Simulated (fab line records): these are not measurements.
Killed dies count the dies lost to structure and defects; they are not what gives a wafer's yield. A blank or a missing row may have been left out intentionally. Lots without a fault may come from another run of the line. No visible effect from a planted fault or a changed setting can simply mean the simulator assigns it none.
fab line records	flow n5_finfet
[record] lots = 11	wafers = 33	last_day = 18
route steps=1938 shown BEOL_M4@1111 BEOL_M15@1825 MIM_TOP@1834 PASSIVATION@1936
lots with no fault: from the same line, run without faults
start_h: start of the lot's first displayed wafer, in hours after the record's first day	wait_h: hours elapsed since this lot's preceding step	" as in the row above	L1.1+2: a row that stands for several wafers	- value missing, or start not given	* or withheld: withheld	< > ~ a bound
route shown NAME@n: names a module that has steps shown in the file, with the first one's number in the route	usual: average and standard deviation across the fault-free wafers	same: alike in all rows	chamber/n: place in a boat	sites: the reading at each site	_std_site: the standard deviation of these	_edge_site: the outer-site mean with the inner-site mean subtracted	radius_mm: how far each site lies from the wafer's centre	mask NAME#n: copy n	behind: the most recent tool/chamber to have shaped the wafer	hold: reason for holding the lot/hours on hold/outcome of the hold	device: transistor that didn't switch, given as n, p or np	end of line: at the end of the route, the tests of the same wafers	a step without rows: its recipe alone	killed: at the first sort, the dies lost to defects and structure; wafer yield is something else	map: a wafer's dies, x killed, . not, _ none there
set.NAME: the setting the step ran with; set.NAME@STEP: the setting that earlier step ran with	model.NAME: the simulator's own value behind a step, which no gauge read
a sample of lots followed through the steps of the route, with each step as a table and each wafer as a row
services: the hour from which a tool's chamber was out of use, counted from the record's first day as start_h (under 0 if before that day), plus the number of hours and why
[[steps]]
[step N5_BEOL_M4_RC_MEAS_101]
[usual] DIBL_N = 36.2/1.6	DIBL_P = 36.1/2	IOFF_N = 0.16/0.032	IOFF_P = 0.22/0.036	ION_N = 672/11	ION_P = 463/7.5	SS_N = 71.4/0.58	SS_P = 73.2/0.67	VT_N = 250/3.3	VT_P = -250/3.3
lot.wafer	tool	chamber	start_h	wait_h	DIBL_N[mV/V]	DIBL_P[mV/V]	IOFF_N[nA/um]	IOFF_P[nA/um]	ION_N[uA/um]	ION_P[uA/um]	SS_N[mV/dec]	SS_P[mV/dec]	VT_N[mV]	VT_P[mV]
L347.1	prober-01	0	175.49	0.0	35.8	35.9	0.15	0.24	678	477	71.1	73.3	249	-246
L347.5	"	0	"	"	33.8	32.6	0.11	0.19	659	464	70.3	72.6	253	-251
L347.6	"	0	"	"	35.6	34.7	0.15	0.22	672	470	71.3	72.8	248	-247
L348.1	prober-02	0	179.65	0.0	35.8	36.9	0.15	0.22	678	470	71.6	73.6	248	-250
L348.3	"	0	"	"	35.9	35.7	0.15	0.19	664	457	71.4	72.8	249	-252
L348.5	"	0	"	"	38.0	39.7	0.19	0.27	675	469	72.2	74.3	249	-249
L350.3	prober-01	0	197.74	0.3	38.3	35.2	0.17	0.21	679	465	71.6	73.2	248	-249
L350.5	"	0	"	"	35.9	32.5	0.13	0.18	662	458	71.3	71.8	248	-251
L350.6	"	0	"	"	36.2	33.4	0.13	0.19	671	460	71.5	72.3	251	-250
L351.2	prober-01	0	200.53	0.2	37.3	36.4	0.17	0.23	673	467	71.5	73.2	250	-247
L351.5	"	0	"	"	36.5	34.5	0.17	0.20	678	459	71.8	72.7	247	-249
L351.6	"	0	"	"	34.3	33.2	0.13	0.18	668	457	70.1	72.1	249	-250
L354.1	prober-01	0	220.24	0.0	37.7	38.2	0.22	0.30	675	464	71.6	74.1	245	-245
L354.2	"	0	"	"	35.6	36.0	0.17	0.24	685	471	71.0	73.0	245	-248
L354.5	"	0	"	"	35.2	35.4	0.16	0.24	667	466	70.4	73.9	250	-245
L363.1	prober-02	0	273.13	0.0	34.6	34.6	0.12	0.18	661	458	71.6	72.5	254	-253
L363.2	"	0	"	"	35.1	35.6	0.13	0.19	667	461	71.1	72.6	254	-250
L363.5	"	0	"	"	36.8	38.2	0.15	0.23	679	470	72.1	73.9	251	-250
L362.1	prober-02	0	276.46	0.0	34.2	33.8	0.13	0.18	647	455	70.6	72.7	253	-253
L362.3	"	0	"	"	33.3	32.6	0.13	0.17	657	459	70.6	72.4	251	-251
L362.4	"	0	"	"	36.3	36.6	0.17	0.23	665	457	72.2	73.4	248	-250
L367.2	prober-02	0	294.98	0.2	33.0	30.8	0.11	0.15	649	449	71.1	72.6	257	-254
L367.3	"	0	"	"	38.4	38.8	0.20	0.27	676	463	71.9	74.0	248	-244
L367.4	"	0	"	"	35.4	34.2	0.13	0.19	670	463	71.2	72.6	251	-249
L366.2	prober-02	0	305.23	0.2	40.5	38.1	0.21	0.27	666	462	71.8	73.7	246	-247
L366.4	"	0	"	"	37.6	34.2	0.15	0.20	660	462	71.4	72.6	250	-250
L366.5	"	0	"	"	38.3	34.9	0.16	0.20	653	457	71.7	72.8	251	-250
L368.2	prober-02	0	323.01	0.2	33.9	34.4	0.12	0.17	661	464	70.6	71.7	254	-253
L368.3	"	0	"	"	35.4	37.0	0.14	0.20	679	466	70.3	72.9	253	-249
L368.6	"	0	"	"	34.7	36.1	0.13	0.19	669	466	70.5	72.2	254	-252
L369.1	prober-02	0	339.85	0.0	38.7	39.5	0.20	0.25	694	469	72.4	73.6	244	-246
L369.5	"	0	"	"	36.5	37.2	0.16	0.22	679	470	72.2	73.4	250	-247
L369.6	"	0	"	"	34.7	35.7	0.13	0.20	661	465	71.4	72.2	252	-252
[step N5_BEOL_M15_THK_MEAS_50]
[recipe] thk_meas_gauge = xrf	reads = Cu_of_BEOL_M15_ECD_47
[usual] M15_THK = 848/19
lot.wafer	tool	chamber	start_h	wait_h	M15_THK[nm]
L348.1	film_metro-01	-	270.65	-	829
L348.3	"	-	"	"	825
L348.5	"	-	"	"	847
L347.1	film_metro-01	-	270.80	-	870
L347.5	"	-	"	"	860
L347.6	"	-	"	"	872
L350.3	film_metro-01	-	291.95	-	830
L350.5	"	-	"	"	833
L350.6	"	-	"	"	874
L351.2	film_metro-01	-	296.24	-	837
L351.5	"	-	"	"	836
L351.6	"	-	"	"	834
L354.1	film_metro-02	-	315.24	-	853
L354.2	"	-	"	"	875
L354.5	"	-	"	"	858
L363.1	film_metro-02	-	360.47	-	833
L363.2	"	-	"	"	832
L363.5	"	-	"	"	832
L362.1	film_metro-01	-	360.74	-	849
L362.3	"	-	"	"	823
L362.4	"	-	"	"	852
L367.2	film_metro-01	-	381.73	-	862
L367.3	"	-	"	"	831
L367.4	"	-	"	"	820
L366.2	film_metro-02	-	390.93	-	852
L366.4	"	-	"	"	878
L366.5	"	-	"	"	890
L368.2	film_metro-02	-	409.91	-	841
L368.3	"	-	"	"	803
L368.6	"	-	"	"	836
L369.1	film_metro-02	-	424.43	-	869
L369.5	"	-	"	"	859
L369.6	"	-	"	"	828
[step N5_MIM_TOP_ALD_00]
[recipe] material = Al2O3	target_thk_a = *	temp_c = withheld	ald_precursor_family = TMA	ald_co_reactant = O3	pulse_time_s = withheld	purge_time_s = 3	co_reactant_purge_time_s = withheld	co_reactant_pulse_time_s = 3	ald_cycles = withheld
[usual] precursor_pulse_height_rel = 1.006/0.021
lot.wafer	tool	chamber	start_h	wait_h	precursor_pulse_height_rel
L348.1	ald_hk-03	2	272.88	0.1	1.045
L348.3	"	1	"	"	1.018
L348.5	"	3	"	"	1.010
L347.1	ald_hk-01	1	273.12	0.1	0.997
L347.5	"	2	"	"	1.037
L347.6	"	1	"	"	0.999
L350.3	ald_hk-03	1	294.72	0.1	1.025
L350.5	"	2	"	"	1.011
L350.6	"	1	"	"	0.987
L351.2	ald_hk-01	1	298.07	0.1	1.020
L351.5	"	1	"	"	0.968
L351.6	"	0	"	"	1.024
L354.1	ald_hk-03	2	317.63	0.1	1.027
L354.2	"	0	"	"	1.008
L354.5	"	2	"	"	0.987
L363.1	ald_hk-02	0	362.52	0.1	-
L363.2	"	1	"	"	-
L363.5	"	0	"	"	-
L362.1	ald_hk-01	1	362.59	0.1	-
L362.3	"	2	"	"	-
L362.4	"	3	"	"	-
L367.2	ald_hk-02	3	384.68	0.1	1.052
L367.3	"	2	"	"	1.016
L367.4	"	1	"	"	0.981
L366.2	ald_hk-02	1	393.16	0.1	1.033
L366.4	"	0	"	"	1.012
L366.5	"	0	"	"	1.027
L368.2	ald_hk-02	2	411.98	0.1	0.990
L368.3	"	0	"	"	1.005
L368.6	"	3	"	"	0.966
L369.1	ald_hk-01	3	425.78	0.1	1.015
L369.5	"	3	"	"	1.024
L369.6	"	0	"	"	1.025
[step N5_MIM_TOP_ALD_01]
[recipe] material = HfO2	target_thk_a = 56	temp_c = withheld	ald_precursor_family = Hf-amide	ald_co_reactant = O3	pulse_time_s = 1	purge_time_s = 3	co_reactant_purge_time_s = 2	co_reactant_pulse_time_s = 3	ald_cycles = 62
[usual] precursor_pulse_height_rel = 1.001/0.02
[same] ald_cycles = 62	co_reactant_pulse_time_s = 3
lot.wafer	tool	chamber	start_h	wait_h	precursor_pulse_height_rel
L348.1	ald_hk-03	2	-	-	1.008
L348.3	"	1	"	"	1.030
L348.5	"	3	"	"	1.011
L347.1	ald_hk-01	1	-	-	1.020
L347.5	"	2	"	"	1.015
L347.6	"	1	"	"	1.005
L350.3	ald_hk-03	1	-	-	1.001
L350.5	"	2	"	"	0.979
L350.6	"	1	"	"	1.040
L351.2	ald_hk-01	1	-	-	0.990
L351.5	"	1	"	"	1.009
L351.6	"	0	"	"	1.022
L354.1	ald_hk-03	2	-	-	0.990
L354.2	"	0	"	"	0.983
L354.5	"	2	"	"	1.008
L363.1	ald_hk-02	0	-	-	0.996
L363.2	"	1	"	"	0.973
L363.5	"	0	"	"	1.002
L362.1	ald_hk-01	1	-	-	1.027
L362.3	"	2	"	"	0.968
L362.4	"	3	"	"	0.962
L367.2	ald_hk-02	3	-	-	0.963
L367.3	"	2	"	"	0.983
L367.4	"	1	"	"	1.003
L366.2	ald_hk-02	1	-	-	0.976
L366.4	"	0	"	"	0.992
L366.5	"	0	"	"	1.024
L368.2	ald_hk-02	2	-	-	1.030
L368.3	"	0	"	"	1.026
L368.6	"	3	"	"	0.961
L369.1	ald_hk-01	3	-	-	1.036
L369.5	"	3	"	"	1.012
L369.6	"	0	"	"	1.012
[step N5_MIM_TOP_DEGAS_04]
[recipe] ambient = vacuum	temp_c = 300	time_s = 60
[usual] heater_power_w = 459/55
lot.wafer	tool	chamber	start_h	wait_h	heater_power_w
L348.1	pvd_sputter-02	-	275.59	-	417
L348.3	"	-	"	"	609
L348.5	"	-	"	"	470
L347.1	pvd_sputter-01	-	275.64	-	414
L347.5	"	-	"	"	490
L347.6	"	-	"	"	408
L350.3	pvd_sputter-01	-	295.48	-	505
L350.5	"	-	"	"	406
L350.6	"	-	"	"	399
L351.2	pvd_sputter-01	-	300.94	-	475
L351.5	"	-	"	"	402
L351.6	"	-	"	"	390
L354.1	pvd_sputter-03	-	318.79	-	393
L354.2	"	-	"	"	387
L354.5	"	-	"	"	434
L363.1	pvd_sputter-03	-	365.33	-	394
L363.2	"	-	"	"	447
L363.5	"	-	"	"	438
L362.1	pvd_sputter-02	-	365.37	-	416
L362.3	"	-	"	"	576
L362.4	"	-	"	"	473
L367.2	pvd_sputter-01	-	386.34	-	401
L367.3	"	-	"	"	496
L367.4	"	-	"	"	406
L366.2	pvd_sputter-01	-	394.26	-	491
L366.4	"	-	"	"	400
L366.5	"	-	"	"	499
L368.2	pvd_sputter-01	-	412.94	-	495
L368.3	"	-	"	"	402
L368.6	"	-	"	"	500
L369.1	pvd_sputter-01	-	428.34	-	406
L369.5	"	-	"	"	479
L369.6	"	-	"	"	402
[step N5_PASSIVATION_PROBE_49]
[usual] defect_limited_yield = 91.4/1.3	killed_at_M0_to_M3 = 34/10	killed_at_M4_up = 14/5.6	killed_at_contacts = 13/5.9	killed_at_front_end = 37/9.9	killed_at_other = 3.5/2.8	killed_dies = 101/15	killed_on_rim = 13/3.9	killed_open = 67/12	killed_short = 32/6.6	sort_bin_5_function = 5.0/0.81	sort_bin_6_memory = 3.2/0.66	sort_n_pass = 1079/15	sort_yield_pct = 91.4/1.3
[same] gross_dies = 1180	killed_at_back_side = 0	sort_bin_4_leakage[%] = 0	sort_bin_8_speed[%] = 0
lot.wafer	tool	chamber	start_h	wait_h	defect_limited_yield[%]	killed_at_M0_to_M3	killed_at_M4_up	killed_at_contacts	killed_at_front_end	killed_at_other	killed_dies	killed_on_rim	killed_open	killed_short	sort_bin_5_function[%]	sort_bin_6_memory[%]	sort_n_pass	sort_yield_pct[%]
L348.1	prober-01	-	287.90	0.0	92.3	24	15	14	30	8	91	9	56	34	4.7	2.6	1089	92.3
L348.3	prober-01	-	288.00	0.1	89.7	46	12	32	30	2	122	20	87	35	4.9	4.7	1058	89.7
L348.5	prober-01	-	288.10	0.2	91.5	31	11	22	30	6	100	11	71	28	5.5	2.7	1080	91.5
L347.1	prober-02	-	289.88	0.0	91.3	29	14	17	36	7	103	10	73	26	5.1	3.2	1077	91.3
L347.5	prober-02	-	290.08	0.2	92.1	33	11	17	30	2	93	11	64	29	4.8	2.6	1087	92.1
L347.6	prober-02	-	290.13	0.3	92.1	35	3	16	35	4	93	16	55	38	4.7	2.9	1087	92.1
L350.3	prober-02	-	308.74	0.1	91.7	29	11	19	35	4	98	13	65	32	5.1	2.8	1082	91.7
L350.5	prober-02	-	308.84	0.2	91.9	38	14	11	31	2	96	10	68	28	4.8	3.1	1084	91.9
L350.6	prober-02	-	308.89	0.3	90.8	42	15	11	41	0	109	11	81	28	6.4	2.5	1071	90.8
L363.1	prober-02	-	376.29	0.0	85.3	34	29	13	44	53	173	10	86	33	11.0	3.6	1007	85.3
L363.2	prober-02	-	376.34	0.1	86.9	34	13	18	32	58	155	10	65	36	9.2	3.7	1025	86.9
L363.5	prober-02	-	376.49	0.2	87.4	36	14	18	32	49	149	22	64	34	9.8	2.5	1031	87.4
L362.1	prober-01	-	376.57	0.0	84.7	32	13	18	57	61	181	43	75	48	11.3	3.6	999	84.7
L362.3	prober-01	-	376.67	0.1	86.7	53	6	11	26	61	157	47	69	27	9.2	4.0	1023	86.7
L362.4	prober-01	-	376.72	0.2	85.7	53	10	15	42	49	169	18	84	36	9.9	3.9	1011	85.7
L367.2	prober-01	-	397.32	0.1	90.0	52	27	4	29	6	118	10	86	31	5.5	4.4	1062	90.0
L367.3	prober-01	-	397.37	0.1	92.5	32	13	13	28	3	89	14	50	39	4.6	2.5	1091	92.5
L367.4	prober-01	-	397.42	0.2	91.1	50	13	6	33	3	105	10	76	29	5.4	3.3	1075	91.1
L366.2	prober-02	-	404.77	0.1	90.8	34	8	10	53	4	109	16	70	32	5.2	3.3	1071	90.8
L366.4	prober-02	-	404.87	0.2	91.9	37	14	8	31	6	96	12	67	27	4.7	3.3	1084	91.9
L366.5	prober-02	-	404.92	0.2	90.9	38	7	10	50	2	107	14	79	27	4.8	3.9	1073	90.9
L368.2	prober-02	-	423.61	0.1	90.8	44	10	9	42	4	109	9	72	37	5.7	3.3	1071	90.8
L368.3	prober-02	-	423.66	0.1	91.2	26	15	15	43	5	104	16	68	35	4.8	3.7	1076	91.2
L368.6	prober-02	-	423.81	0.3	92.1	39	19	10	24	1	93	8	55	38	4.7	3.1	1087	92.1
// killed by level:class
L348.1 MOL_CONTACT_COAG:geometric_particle:open=11 BEOL_M0_SAQP:geometric_particle:open=9 STARTING-WAFER:geometric_particle:short=6 BEOL_M0_SAQP:geometric_particle:short=5 BEOL_M3:geometric_particle:open=5 DUMMY_GATE:geometric_particle:open=4 BEOL_M6:geometric_particle:open=4 PASS1_CAP:geometric_particle:short=4
L348.3 MOL_CONTACT_COAG:geometric_particle:open=24 BEOL_M3:geometric_particle:open=14 FIN_SAQP:geometric_particle:short=10 BEOL_M0_SAQP:geometric_particle:open=10 MOL_CONTACT_COAG:geometric_particle:short=8 BEOL_M2:geometric_particle:open=8 GATE_CUT:geometric_particle:open=5 BEOL_M0_SAQP:geometric_particle:short=5
L348.5 MOL_CONTACT_COAG:geometric_particle:open=18 BEOL_M2:geometric_particle:open=11 BEOL_M3:geometric_particle:open=7 BEOL_M0_SAQP:geometric_particle:open=6 BEOL_M0_SAQP:geometric_particle:short=5 FIN_SAQP:geometric_particle:open=4 FIN_SAQP:geometric_particle:short=4 STI_FIN_REVEAL:geometric_particle:short=4
L347.1 MOL_CONTACT_COAG:geometric_particle:open=15 BEOL_M1:geometric_particle:open=11 STI_FIN_REVEAL:geometric_particle:open=10 BEOL_M3:geometric_particle:open=8 BEOL_M4:geometric_particle:open=8 GATE_CUT:geometric_particle:short=5 BEOL_M0_SAQP:geometric_particle:open=5 GATE_CUT:geometric_particle:open=4
L347.5 MOL_CONTACT_COAG:geometric_particle:open=16 BEOL_M3:geometric_particle:open=9 BEOL_M1:geometric_particle:open=7 DUMMY_GATE:geometric_particle:open=6 STI_FIN_REVEAL:geometric_particle:open=5 GATE_CUT:geometric_particle:short=5 BEOL_M4:geometric_particle:open=5 FIN_SAQP:geometric_particle:short=4
L347.6 MOL_CONTACT_COAG:geometric_particle:open=11 FIN_SAQP:geometric_particle:short=10 BEOL_M1:geometric_particle:open=10 BEOL_M0:geometric_particle:open=7 FIN_SAQP:geometric_particle:open=6 GATE_CUT:geometric_particle:open=5 MOL_CONTACT_COAG:geometric_particle:short=5 GATE_CUT:geometric_particle:short=4
L350.3 MOL_CONTACT_COAG:geometric_particle:open=16 FIN_SAQP:geometric_particle:open=10 FIN_SAQP:geometric_particle:short=6 BEOL_M0_SAQP:geometric_particle:open=6 GATE_CUT:geometric_particle:short=5 BEOL_M0_SAQP:geometric_particle:short=5 STI_FIN_REVEAL:geometric_particle:open=4 BEOL_M4:geometric_particle:open=4
L350.5 BEOL_M3:geometric_particle:open=14 MOL_CONTACT_COAG:geometric_particle:open=10 STI_FIN_REVEAL:geometric_particle:open=8 BEOL_M4:geometric_particle:open=8 FIN_SAQP:geometric_particle:open=6 BEOL_M2:geometric_particle:open=6 BEOL_M0_SAQP:geometric_particle:short=4 BEOL_M3:geometric_particle:short=4
L350.6 FIN_SAQP:geometric_particle:open=13 STI_FIN_REVEAL:geometric_particle:open=12 BEOL_M2:geometric_particle:open=12 BEOL_M3:geometric_particle:open=8 MOL_CONTACT_COAG:geometric_particle:open=7 BEOL_M4:geometric_particle:open=6 BEOL_M1:geometric_particle:open=5 BEOL_M3:geometric_particle:short=5
L363.1 MIM_TOP:area_ald=52 BEOL_M4:geometric_particle:open=14 FIN_SAQP:geometric_particle:open=11 STI_FIN_REVEAL:geometric_particle:open=9 BEOL_M0_SAQP:geometric_particle:open=9 FIN_SAQP:geometric_particle:short=8 MOL_CONTACT_COAG:geometric_particle:open=8 BEOL_M3:geometric_particle:open=8
L363.2 MIM_TOP:area_ald=52 MOL_CONTACT_COAG:geometric_particle:open=16 BEOL_M1:geometric_particle:open=10 GATE_CUT:geometric_particle:short=6 BEOL_M0_SAQP:geometric_particle:open=5 BEOL_M2:geometric_particle:open=5 BEOL_M4:geometric_particle:open=5 FIN_SAQP:geometric_particle:short=4
L363.5 MIM_TOP:area_ald=49 MOL_CONTACT_COAG:geometric_particle:open=13 BEOL_M1:geometric_particle:open=7 BEOL_M2:geometric_particle:open=7 BEOL_M3:geometric_particle:open=7 STI_FIN_REVEAL:geometric_particle:open=6 GATE_CUT:geometric_particle:short=6 BEOL_M0_SAQP:geometric_particle:short=5
L362.1 MIM_TOP:area_ald=57 STI_FIN_REVEAL:geometric_particle:open=17 MOL_CONTACT_COAG:geometric_particle:open=11 FIN_SAQP:geometric_particle:short=7 GATE_CUT:geometric_particle:short=7 MOL_CONTACT_COAG:geometric_particle:short=7 BEOL_M0_SAQP:geometric_particle:short=6 BEOL_M0_SAQP:geometric_particle:open=6
L362.3 MIM_TOP:area_ald=61 BEOL_M0_SAQP:geometric_particle:open=12 MOL_CONTACT_COAG:geometric_particle:open=11 BEOL_M0_SAQP:geometric_particle:short=10 BEOL_M1:geometric_particle:open=8 BEOL_M3:geometric_particle:open=8 FIN_SAQP:geometric_particle:open=6 BEOL_M2:geometric_particle:open=6
L362.4 MIM_TOP:area_ald=49 MOL_CONTACT_COAG:geometric_particle:open=14 BEOL_M0_SAQP:geometric_particle:short=14 BEOL_M0_SAQP:geometric_particle:open=13 STI_FIN_REVEAL:geometric_particle:open=12 FIN_SAQP:geometric_particle:open=7 BEOL_M1:geometric_particle:open=7 GATE_CUT:geometric_particle:short=6
L367.2 BEOL_M0_SAQP:geometric_particle:open=14 BEOL_M4:geometric_particle:open=13 BEOL_M0_SAQP:geometric_particle:short=10 BEOL_M0:geometric_particle:open=9 BEOL_M3:geometric_particle:open=9 FIN_SAQP:geometric_particle:open=5 STI_FIN_REVEAL:geometric_particle:open=5 GATE_CUT:geometric_particle:short=4
L367.3 GATE_CUT:geometric_particle:short=9 BEOL_M0_SAQP:geometric_particle:short=8 BEOL_M4:geometric_particle:open=8 MOL_CONTACT_COAG:geometric_particle:open=7 MOL_CONTACT_COAG:geometric_particle:short=6 BEOL_M2:geometric_particle:open=5 BEOL_M0_SAQP:geometric_particle:open=4 BEOL_M1:geometric_particle:short=4
L367.4 BEOL_M3:geometric_particle:open=11 BEOL_M0_SAQP:geometric_particle:open=10 BEOL_M0_SAQP:geometric_particle:short=8 BEOL_M4:geometric_particle:open=8 BEOL_M2:geometric_particle:open=8 FIN_SAQP:geometric_particle:open=7 STI_FIN_REVEAL:geometric_particle:open=5 GATE_CUT:geometric_particle:short=5
L366.2 STI_FIN_REVEAL:geometric_particle:open=15 FIN_SAQP:geometric_particle:open=11 BEOL_M2:geometric_particle:open=9 GATE_CUT:geometric_particle:short=8 BEOL_M3:geometric_particle:open=7 MOL_CONTACT_COAG:geometric_particle:open=6 BEOL_M3:geometric_particle:short=6 HKMG_FIN:area_etch=6
L366.4 BEOL_M3:geometric_particle:open=16 MOL_CONTACT_COAG:geometric_particle:open=7 STI_FIN_REVEAL:geometric_particle:open=5 BEOL_M0_SAQP:geometric_particle:short=5 BEOL_M4:geometric_particle:open=5 BEOL_M1:geometric_particle:open=4 STARTING-WAFER:geometric_particle:open=4 DUMMY_GATE:geometric_particle:short=4
L366.5 SPACER0:geometric_particle:open=13 FIN_SAQP:geometric_particle:open=11 BEOL_M3:geometric_particle:open=11 MOL_CONTACT_COAG:geometric_particle:open=7 DUMMY_GATE:geometric_particle:open=7 BEOL_M0:geometric_particle:open=6 BEOL_M0_SAQP:geometric_particle:open=5 STI_FIN_REVEAL:geometric_particle:open=4
L368.2 FIN_SAQP:geometric_particle:open=14 BEOL_M0_SAQP:geometric_particle:open=12 BEOL_M0_SAQP:geometric_particle:short=10 MOL_CONTACT_COAG:geometric_particle:open=8 BEOL_M1:geometric_particle:open=7 GATE_CUT:geometric_particle:short=5 BEOL_M2:geometric_particle:open=5 BEOL_M3:geometric_particle:open=5
L368.3 MOL_CONTACT_COAG:geometric_particle:open=13 STI_FIN_REVEAL:geometric_particle:open=10 FIN_SAQP:geometric_particle:open=9 DUMMY_GATE:geometric_particle:open=6 BEOL_M0_SAQP:geometric_particle:short=6 FIN_SAQP:geometric_particle:short=4 BEOL_M0_SAQP:geometric_particle:open=4 BEOL_M1:geometric_particle:open=4
L368.6 BEOL_M0_SAQP:geometric_particle:short=11 MOL_CONTACT_COAG:geometric_particle:open=8 BEOL_M3:geometric_particle:open=8 BEOL_M1:geometric_particle:open=6 FIN_SAQP:geometric_particle:open=5 FIN_SAQP:geometric_particle:short=5 GATE_CUT:geometric_particle:short=5 BEOL_M0_SAQP:geometric_particle:open=4
[[services]]
tool	chamber	start_h	hours	kind
ald_hk-02	-	343.67	2.8	pm
ald_hk-01	-	346.66	2.8	pm
ald_hk-03	-	425.66	8.7	pm
[[key]]
[first_sign] step = N5_MIM_TOP_ALD_00	reading = tool_record	direction = missing
[effect] step = N5_PASSIVATION_PROBE_49	reading = killed_at_other	direction = up	sigmas = 19	usual = 3.5	struck = 55.2
[more_kills_born_at] N5_MIM_TOP_ALD_00@ald_hk-01 = 167	N5_MIM_TOP_ALD_00@ald_hk-02 = 153
met_at N5_MIM_TOP_ALD_00
struck_lots L362,L363
not_acting_at N5_BEOL_M15_THK_MEAS_50,N5_MIM_TOP_ALD_01,N5_MIM_TOP_DEGAS_04
onset_between 298.07 362.52
[fault] kind = skipped_step_whole	tool = ald_hk-01,ald_hk-02	chamber = -	onset_h = 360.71	steps = N5_MIM_TOP_ALD_00	scope = struck_lots_only
